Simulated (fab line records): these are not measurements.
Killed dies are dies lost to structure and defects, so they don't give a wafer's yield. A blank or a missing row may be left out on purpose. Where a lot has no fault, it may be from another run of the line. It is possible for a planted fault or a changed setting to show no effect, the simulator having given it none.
Matching of chambers	flow n5 finfet	N5_STI_FIN_REVEAL_ETCHBACK_08 on rie diel-06: 4 sister chambers
The step etches SiO2 in C4F6/O2, target depth 30.5 nm, time 10.167 s. 4 wafers are shown with their chamber, then 7 later ones without.

## WAFERS, EACH WITH ITS CHAMBER
wafer	chamber	rf vpp V (V)
L080.6	1	666
L084.4	2	672
L090.3	3	679
L090.5	0	673

## WAFERS MISSING THEIR CHAMBER
wafer	rf vpp V (V)
L090.6	665
L094.1	669
L094.2	666
L094.6	672
L097.1	670
L097.3	664
L097.5	680

## WHICH CHAMBER EACH WENT THROUGH
wafer	from the rows above	in truth
L090.6	1	1
L094.1	can't be placed: 1 or 2 or 0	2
L094.2	1	1
L094.6	can't be placed: 2 or 0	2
L097.1	can't be placed: 2 or 0 or 1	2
L097.3	1	1
L097.5	3	3
Placed correctly: 4 of 7. Not placeable from these rows: 3 (in 3, the candidates include the true chamber). 0 placed wrongly.
How it was worked out, from the rows above alone: a wafer's distance from a chamber is the root of the sum, over the readings, of the square of ((its reading less the chamber's mean) divided by the reading's scatter). If the next closest chamber is less than 2 further off than the closest, the wafer can't be placed; otherwise it belongs to the closest. For every chamber, the mean is computed from those of its wafers that are shown. The scatter: root of mean squared gap, hidden wafer to nearest shown wafer, with one shown wafer a chamber.
